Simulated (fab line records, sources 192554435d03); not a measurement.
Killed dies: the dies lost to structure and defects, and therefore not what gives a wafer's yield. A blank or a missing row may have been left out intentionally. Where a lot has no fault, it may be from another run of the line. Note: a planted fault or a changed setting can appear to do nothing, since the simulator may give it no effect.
Struck lot and sound lot, side by side || flow n5-finfet || 37 steps out of a route of 1938
Sound: these wafers, L964.2, L964.3, L964.6. Struck: wafer L967.4. (L967.1, L967.3 of the same lot were not struck and are left out.) The cause comes at the end.
Each step with rows lists, per side, the tool, then ch with its chambers, then its first start. Under that, the readings that differ: sound wafers || struck wafers || difference of the means || sigmas: that difference in standard deviations of wafers without a fault.
alike: a reading whose means differ by less than 2 such deviations, as well as words and numbers matching on both sides. not compared: withheld readings; readings where some wafer has no value; bounds like >300 that might hide an equal value; numbers whose values overlap and for which the record gives no deviation.
The two part at a step that has a row with sigmas, a row that says differs or no value, or rows on one side only. Numbers that don't overlap but have no deviation are shown without sigmas and don't part them. A reading that every wafer of one side lacks parts them only if that side has two wafers or more.

first, 11 steps without rows for these wafers: N5_FIN_SAQP_STRIP_74 (strips in CHF3/O2); N5_FIN_SAQP_MANDREL_ETCH_22 (etches a-Si in HBr/Cl2, stops on SiNx, target depth 60 nm, bt time 10 s, time 30 s); N5_FIN_SAQP_STRIP_55 (strips in N2/H2); N5_FIN_SAQP_STRIP_23 (strips in SPM, time 750 s); N5_FIN_SAQP_SRD_66 (time 30 s); N5_FIN_SAQP_RECESS_75 (chemistry HF/NH3, target SiO2, target depth 14.4 nm, afs cycles 3, sublimation time 60 s); N5_FIN_SAQP_SPACER1_ALD_24 (deposits SiO2, target thk 20.3 nm, pulse time 1 s, purge time 2 s); N5_FIN_SAQP_SPACER1_ETCHBACK_25 (etches SiO2 in CHF3/O2, target depth 24.4 nm, time 12.2 s); N5_FIN_SAQP_MANDREL1_REMOVE_56 (chemistry HBr/Cl2/O2, target a-Si, stops on SiNx, bt time 10 s); N5_FIN_SAQP_ETCH_57 (etches SiNx in CH3F/O2, target depth 32.5 nm, time 46.4 s); N5_FIN_SAQP_ETCH_65 (etches SiO2 in CF4, target depth 4 nm, time 4.4 s).
N5_FIN_SAQP_MANDREL_ETCH_58: etches a-Si in HBr/Cl2, stops on SiNx, target depth 45 nm, bt time 10 s, time 27 s.
  sound on rie-si-04 ch 1,2,3, day 6 06:53; struck on rie-si-04 ch 2, day 7 02:02
{"reading": "model.SiNx_of_FIN_SAQP_HM_DEP_03.thk-nm (nm)", "sound": "37.2 37.2 38.29", "struck": 30.6, "difference": -7.0, "sigmas": ""}
  alike: drypump-motor-current-A, oes-product-au, throttle-valve-pct
  not compared: rf-hours-counter-h
then, 9 steps without rows for these wafers: N5_FIN_SAQP_RECESS_63 (chemistry HF/NH3, target SiO2, target depth 18 nm, afs cycles 3, sublimation time 60 s); N5_FIN_SAQP_COAT_68 (time 60 s, resist thk 100 nm); N5_FIN_SAQP_ETCH_69 (etches SOC in N2/H2, stops on SiNx, target depth 150 nm); N5_FIN_SAQP_ETCH_67 (etches SiNx in CH3F/O2, target depth 30 nm); N5_FIN_SAQP_STRIP_70 (strips in N2/H2); N5_FIN_SAQP_RECESS_71 (chemistry HF/NH3, target SiO2, target depth 3 nm, afs cycles 1, sublimation time 60 s); N5_FIN_SAQP_SPACER2_ALD_28 (deposits SiO2, target thk 8.1 nm, pulse time 1 s, purge time 2 s); N5_FIN_SAQP_SPACER2_ETCHBACK_29 (etches SiO2 in CHF3/O2, target depth 12.2 nm, time 6.1 s); N5_FIN_SAQP_MANDREL2_REMOVE_60 (chemistry HBr/Cl2/O2, target a-Si, stops on SiNx, bt time 10 s).
N5_FIN_SAQP_HM_OPEN_33: chemistry CH3F/O2, target SiNx, target depth 49.4 nm, time 70.6 s.
  sound on rie-diel-06 ch 1,2,3, day 6 08:19; struck on rie-diel-03 ch 2, day 7 03:59
{"reading": "etch-rf-on-time-s (s)", "sound": "69.2 69.4 72.8", "struck": 56.0, "difference": -14.5, "sigmas": -8}
{"reading": "model.etch.depth-nm (nm)", "sound": "36.63 36.64 37.66", "struck": 29.91, "difference": -7.07, "sigmas": ""}
  alike: CH3F_flow_sccm, drypump-motor-current-A, oes_ar_750_au, oes-product-au, rf-vpp-V, showerhead-plenum-p-Torr, throttle-valve-pct
  not compared: rf-hours-counter-h
then, 14 steps without rows for these wafers: N5_FIN_SAQP_ETCH_34 (etches SiO2 in C4F6/O2, target depth 45 nm, time 15 s); N5_FIN_SAQP_STRIP_77 (strips in N2/H2, time 90 s); N5_FIN_SAQP_ETCH_64 (etches SiO2 in CF4, target depth 1.5 nm); N5_FIN_SAQP_FIN_ETCH_36 (etches the open film in HBr/Cl2/O2, target depth 120 nm, time 50.4 s); N5_FIN_SAQP_PRECLEAN_38 (cleans in O3/DIW, time 45 s); N5_FIN_SAQP_PRECLEAN_45 (cleans in dHF, time 10 s); N5_FIN_SAQP_SRD_39 (time 30 s); N5_FIN_CUT_COAT_18 (time 60 s, resist thk 230 nm); N5_FIN_CUT_COAT_19 (time 60 s, resist thk 20 nm); N5_FIN_CUT_COAT_29 (time 60 s, resist thk 10 nm); N5_FIN_CUT_COAT_02 (resist thk 30 nm); N5_FIN_CUT_EBR_04; N5_FIN_CUT_SOFTBAKE_03 (time 60 s); N5_FIN_CUT_EXPOSE_05 (exposes mask FIN CUT).
N5_STI_FIN_REVEAL_RECESS_09: chemistry HF/NH3, target SiO2, afs cycles 11, target depth 42.5 nm, sublimation time 60 s.
  sound on vapor-etch-02 ch 0,1, day 6 16:16; struck on vapor-etch-02 ch 0, day 7 12:23
{"reading": "model.SiNx_of_FIN_SAQP_HM_DEP_03.thk-nm (nm)", "sound": "17.6 17.2 18.6", "struck": 10.2, "difference": -7.6, "sigmas": ""}
  alike: drypump-motor-current-A, sublimation-temp-c

## WHERE THEY PART
Only at N5_FIN_SAQP_HM_OPEN_33, within this record. Later steps at which nothing parts them and some readings are alike: N5_STI_FIN_REVEAL_RECESS_09.

WHY: the cause the simulator had injected
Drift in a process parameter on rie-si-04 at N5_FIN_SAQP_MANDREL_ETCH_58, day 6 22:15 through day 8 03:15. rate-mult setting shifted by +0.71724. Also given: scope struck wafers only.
